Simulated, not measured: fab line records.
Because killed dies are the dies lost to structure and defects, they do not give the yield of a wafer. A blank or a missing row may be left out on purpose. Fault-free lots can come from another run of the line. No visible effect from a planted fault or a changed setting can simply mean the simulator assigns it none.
Chamber matching | flow n5 finfet | N5_ILD0_CMP_12 on cmp-02: 4 sister chambers
The step polishes SiNx, stops on poly-Si, t overpolish 6 s, target thk 17.67 nm. 4 wafers are shown with their chamber, then 6 later ones without.

WAFERS, EACH WITH ITS CHAMBER
wafer  | chamber | motor current A (A)
L089.3 | 0       | 8.5
L091.1 | 2       | 8.7
L091.3 | 3       | 9.2
L092.1 | 1       | 9.7

WAFERS WITH NO CHAMBER GIVEN
wafer  | motor current A (A)
L092.2 | 8.7
L094.1 | 9.1
L096.1 | 8.4
L096.2 | 8.3
L097.2 | 9.5
L097.3 | 8.4

WHICH CHAMBER EACH WENT THROUGH
wafer  | from the rows above     | in truth
L092.2 | can't be placed: 2 or 0 | 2
L094.1 | 3                       | 3
L096.1 | can't be placed: 0 or 2 | 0
L096.2 | can't be placed: 0 or 2 | 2
L097.2 | can't be placed: 1 or 3 | 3
L097.3 | can't be placed: 0 or 2 | 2
Correct placement for 1 of the 6. Cannot be placed on the basis of these rows: 5; the candidates contain the true chamber in 5. Wrongly placed: 0.
How it was worked out, from the rows above alone: a wafer's distance from a chamber is the root of the sum, over the readings, of the square of ((its reading less the chamber's mean) divided by the reading's scatter). If the next closest chamber is less than 2 further off than the closest, the wafer can't be placed; otherwise it belongs to the closest. The mean given for a chamber averages the wafers shown for that chamber. The scatter: with one shown wafer a chamber, the root of the mean of the squares of how far each hidden wafer lies from its nearest shown one.
